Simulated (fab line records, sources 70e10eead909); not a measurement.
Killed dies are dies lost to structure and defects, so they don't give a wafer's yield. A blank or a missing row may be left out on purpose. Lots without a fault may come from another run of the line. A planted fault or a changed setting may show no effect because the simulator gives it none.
Chamber matching | flow nand_harc | NHARC_A_CHANNEL_FILL_D1_ALD_25 on ald_hk-03: 4 sister chambers
The step deposits SiOx, target thk 60 nm, pulse time 10 s, ald cycles 600. 14 wafers are shown with their chamber, then 7 later ones without.

WAFERS WITH THEIR CHAMBER
wafer  | chamber | heater_power_w (W) | precursor_pulse_height_rel
L074.3 | 3       | 450                | 1.014
L074.5 | 0       | 324                | 1.027
L074.6 | 1       | 441                | 1.008
L075.2 | 3       | 461                | 0.982
L075.3 | 0       | 328                | 1.017
L075.5 | 3       | 455                | 1.017
L081.4 | 3       | 462                | 1.011
L081.1 | 1       | 448                | 1.003
L081.6 | 0       | 329                | 1.002
L088.1 | 2       | 495                | 0.969
L088.2 | 3       | 459                | 1.008
L088.4 | 1       | 454                | 1.013
L089.2 | 1       | 436                | 1.003
L089.4 | 3       | 467                | 1.008

SIGNATURES (means of the wafers above)
reading                    | chamber 0 | chamber 1 | chamber 2 | chamber 3 | scatter within a chamber
heater_power_w             | 327.00    | 444.75    | 495.00    | 459.00    | 6.12
precursor_pulse_height_rel | 1.01533   | 1.00675   | 0.96900   | 1.00667   | 0.0108
Rule: a wafer's distance from a chamber is the root of the sum, over the readings, of the square of ((its reading less the chamber's mean) divided by the reading's scatter). The wafer belongs to the nearest chamber; if the next one is less than 2 further off, it can't be placed. The scatter: the root of (the sum of the squares of (reading less its chamber's mean) over the shown wafers, divided by (wafers less chambers)).

WAFERS WITHOUT THEIR CHAMBER
wafer  | heater_power_w (W) | precursor_pulse_height_rel
L089.5 | 323                | 1.026
L091.1 | 328                | 1.015
L091.2 | 448                | 0.942
L091.3 | 503                | 0.993
L097.1 | 494                | 1.017
L097.2 | 430                | 0.974
L097.5 | 446                | 0.990

WHICH CHAMBER EACH WENT THROUGH
wafer  | from the rows above     | in truth
L089.5 | 0                       | 0
L091.1 | 0                       | 0
L091.2 | can't be placed: 1 or 3 | 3
L091.3 | 2                       | 2
L097.1 | can't be placed: 2 or 3 | 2
L097.2 | can't be placed: 1 or 3 | 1
L097.5 | can't be placed: 1 or 3 | 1
Placed correctly: 3 of 7. Can't be placed from these rows: 4 (the true chamber is among the candidates in 4). Placed wrongly: 0.
